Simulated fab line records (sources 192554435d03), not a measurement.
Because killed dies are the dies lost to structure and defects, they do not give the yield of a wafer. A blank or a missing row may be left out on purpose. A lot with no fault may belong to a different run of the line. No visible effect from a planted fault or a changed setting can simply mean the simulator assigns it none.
Struck lot and sound lot, side by side :: flow n5-finfet :: 14 out of 1938 route steps
Sound: wafers L856.3, L856.4, L856.6. Wafers struck: L867.1, L867.5, L867.6. Last of all comes the cause.
At each step with rows: each side's tool, then ch and its chambers, then its first start. Under that, the readings that differ: sound wafers :: struck wafers :: difference of the means :: sigmas: that difference in standard deviations of wafers without a fault.
alike: a reading whose means differ by less than 2 such deviations, as well as words and numbers matching on both sides. not compared: withheld readings; readings where some wafer has no value; bounds like >300 that might hide an equal value; numbers whose values overlap and for which the record gives no deviation.
A row with sigmas, a row that says differs or no value, or rows on one side alone: a step with any of these is where the two part. Numbers that have no deviation but don't overlap get no sigmas and don't part them. Lack of a reading on every wafer of one side parts them only where that side has two or more wafers.

first, 3 steps without rows for these wafers: N5_BEOL_M0_ANNEAL_135 (time 60 s); N5_BEOL_M0_SPUTTER_141 (material Cu, target thk 4 nm, time 7.37 s); N5_BEOL_M0_ECD_118 (material Cu, target thk 300 nm).
N5_BEOL_M0_ANNEAL_119: time 90 s.
  sound on rtp-anneal-02 ch 0, day 7 11:59; struck on rtp-anneal-02 ch 0, day 9 21:28
  alike: wafer_temp_C_max
N5_BEOL_M0_CMP_120: polishes, stops on SiOC, t overpolish 6.9 s.
  sound on cmp-01 ch 0,1,3, day 7 12:12; struck on cmp-02 ch 2,3, day 9 21:47
  alike: barrier-field-endpoint-s, motor-current-A, overpolish-run-s, time-to-endpoint-s
N5_BEOL_M0_PRE_CLEAN_131: time 15 s.
  sound on cvd-co-01 ch 0,1, day 7 12:32; struck on cvd-co-01 ch 0,1,2, day 9 22:05
  alike: heater-power-w
N5_BEOL_M0_CO_CAP_123: material Co, precursor CCTBA/H2, target thk 2 nm, time 102.1 s.
  sound on cvd-co-01 ch 0,1, day 7 12:34; struck on cvd-co-01 ch 0,1,2, day 9 22:08
  alike: heater-power-w
then, 1 step without rows for these wafers: N5_BEOL_M0_PRE_CLEAN_124 (time 15 s).
N5_BEOL_M0_DEP_125: deposits SiCN from 3MS/NH3, target thk 8 nm, time 14 s.
  sound on pecvd-04 ch 0,1, day 7 12:41; struck on pecvd-03 ch 0,1, day 9 22:16
  alike: showerhead-plenum-p-Torr, throttle-valve-pct
N5_BEOL_M0_RS_MEAS_126: uses a four-point probe to measure.
  sound on film-metro-02 at day 7 12:46; struck on film-metro-01 at day 9 22:20
  alike: M0_RS
N5_BEOL_M0_INSPECT_127: inspects for defects (darkfield).
  sound on defect-inspect-01 at day 7 12:47; struck on defect-inspect-02 at day 9 22:22
  alike: raw-defect-count
N5_BEOL_M1_ILD_DEP_00: deposits SiOC from DEMS/O2, target thk 79 nm, time 15.3 s.
  sound on pecvd-01 ch 0,1, day 7 12:49; struck on pecvd-01 ch 0,2, day 9 22:24
reading: susceptor-temp-C (C)
sound: 350.09 350.07 349.95
struck: 352.22 352.32 352.23
difference: +2.22
sigmas: +12
  alike: heater-power-w, showerhead-plenum-p-Torr, throttle-valve-pct
N5_BEOL_M1_THK_MEAS_01:
  sound on film-metro-02 at day 7 12:53; struck on film-metro-01 at day 9 22:28
  alike: M1_ILD_THK
-- a jump in the record: the struck wafers' starts before and after are 2 days apart (it breaks off in module BEOL_M1 and resumes in module BEOL_M4, where the first step shown is number 1111 of the route) --
N5_BEOL_M4_RC_MEAS_101:
  sound on prober-02 ch 0, day 9 18:50; struck on prober-02 ch 0, day 12 08:45
  alike: DIBL_N, DIBL_P, IOFF_N, IOFF_P, ION_N, ION_P, SS_N, SS_P, VT_N, VT_P

## WHERE THEY PART
At N5_BEOL_M1_ILD_DEP_00 and nowhere else, as far as this record goes. Later steps at which nothing parts them and some readings are alike: N5_BEOL_M1_THK_MEAS_01, N5_BEOL_M4_RC_MEAS_101.

WHY: the cause the simulator had injected
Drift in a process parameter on pecvd-01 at N5_BEOL_M1_ILD_DEP_00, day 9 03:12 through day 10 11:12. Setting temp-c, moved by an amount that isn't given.
